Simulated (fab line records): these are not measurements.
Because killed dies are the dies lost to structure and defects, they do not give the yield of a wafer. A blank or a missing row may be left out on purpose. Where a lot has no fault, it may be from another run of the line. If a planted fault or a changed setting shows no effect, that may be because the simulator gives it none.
Which tool is to blame? | flow nand harc | 11 lots with 33 wafers sampled at 4 steps, on a route of 1159 steps

## WHAT THE GAUGES READ, wafer by wafer
NHARC_P_GATE_CD_MEAS_26 targets a cd of 120 nm.
lot  | measured     | on        | cd nm (nm)
L355 | day 5 05:31  | cd sem-02 | 120.4 120.4 119.2
L360 | day 6 06:44  | cd sem-03 | 119.8 119.8 119.0
L362 | day 6 20:44  | cd sem-03 | 118.9 118.8 119.2
L364 | day 8 01:15  | cd sem-02 | 119.7 119.9 120.4
L365 | day 8 01:50  | cd sem-03 | 103.4 102.8 102.4
L366 | day 8 01:20  | cd sem-03 | 120.6 120.0 119.8
L368 | day 8 14:11  | cd sem-03 | 119.4 120.4 119.5
L367 | day 8 13:32  | cd sem-01 | 119.9 120.1 120.0
L374 | day 9 19:17  | cd sem-03 | 119.9 119.4 119.7
L373 | day 9 18:58  | cd sem-02 | 119.6 119.7 120.1
L375 | day 10 04:48 | cd sem-01 | 118.6 118.8 119.7

## EACH LOT AND THE TOOL THAT RAN IT (in order: tool; ch and the chambers of the sampled wafers; start)
lot  | NHARC_P_STI_ETCH_15             | NHARC_P_GATE_DEP_103           | NHARC_P_GATE_EXPOSE_23
L355 | rie si-03 ch 0,1,2, day 2 22:00 | pecvd-01 ch 1,2, day 5 04:50   | arfi scanner-02 ch 0, day 5 05:22
L360 | rie si-02 ch 0,1,2, day 4 02:48 | pecvd-04 ch 0,1, day 6 06:01   | arfi scanner-02 ch 0, day 6 06:35
L362 | rie si-02 ch 1,2, day 4 23:21   | pecvd-04 ch 0,1, day 6 20:06   | arfi scanner-01 ch 0, day 6 20:36
L364 | rie si-03 ch 0,2,3, day 5 06:43 | pecvd-01 ch 0,1,2, day 8 00:46 | arfi scanner-02 ch 0, day 8 01:07
L365 | rie si-01 ch 0,1,2, day 5 11:43 | pecvd-01 ch 1,2, day 8 01:18   | arfi scanner-02 ch 0, day 8 01:42
L366 | rie si-03 ch 0,1,3, day 5 17:51 | pecvd-04 ch 1,2, day 8 00:47   | arfi scanner-02 ch 0, day 8 01:11
L368 | rie si-02 ch 0,1,3, day 6 03:02 | pecvd-01 ch 0,1,2, day 8 13:32 | arfi scanner-03 ch 0, day 8 14:02
L367 | rie si-03 ch 0,3, day 6 03:04   | pecvd-03 ch 0,2, day 8 12:53   | arfi scanner-01 ch 0, day 8 13:23
L374 | rie si-01 ch 0,3, day 7 14:19   | pecvd-01 ch 0,1,2, day 9 18:47 | arfi scanner-01 ch 0, day 9 19:09
L373 | rie si-02 ch 0,3, day 7 14:26   | pecvd-03 ch 1,2, day 9 18:26   | arfi scanner-01 ch 0, day 9 18:49
L375 | rie si-02 ch 1,2, day 7 23:27   | pecvd-03 ch 0,2, day 10 04:10  | arfi scanner-02 ch 0, day 10 04:40
- NHARC_P_STI_ETCH_15: etches the open film in HBr/Cl2, target depth 300 nm, time 100.1 s.
- NHARC_P_GATE_DEP_103: deposits SiON, target thk 30 nm.
- NHARC_P_GATE_EXPOSE_23: exposes mask P GATE, target cd 120 nm.

## THE ANSWER, worked out from the rows above alone
Rule: what is usual is taken from the lots themselves. Put in order of their means at a reading, lots are off if they are a third of the lots or fewer, leave a main group of 4 or more, and stand apart from it by a gap of 3 or more times the standard deviation of the main group's means; of several such gaps the widest counts. The tables above print the reading to a certain number of digits; a main group whose means all agree to those digits is not used. A lot without any number at a reading at which 4 lots or more have one is off too. The other lots that the step has rows for count as sound.
Off: L365 (NHARC_P_GATE_CD_MEAS_26, cd nm). Mean 119.7 nm and standard deviation 0.39 in the main group.
If a tool, at a process step before that reading, ran all the lots that are off and no sound lot after the first of them, it fits. Gauges at NHARC_P_GATE_CD_MEAS_26: tried the same way as those tools. None of those tried fits.

## WHAT THE SIMULATOR HAD PUT IN
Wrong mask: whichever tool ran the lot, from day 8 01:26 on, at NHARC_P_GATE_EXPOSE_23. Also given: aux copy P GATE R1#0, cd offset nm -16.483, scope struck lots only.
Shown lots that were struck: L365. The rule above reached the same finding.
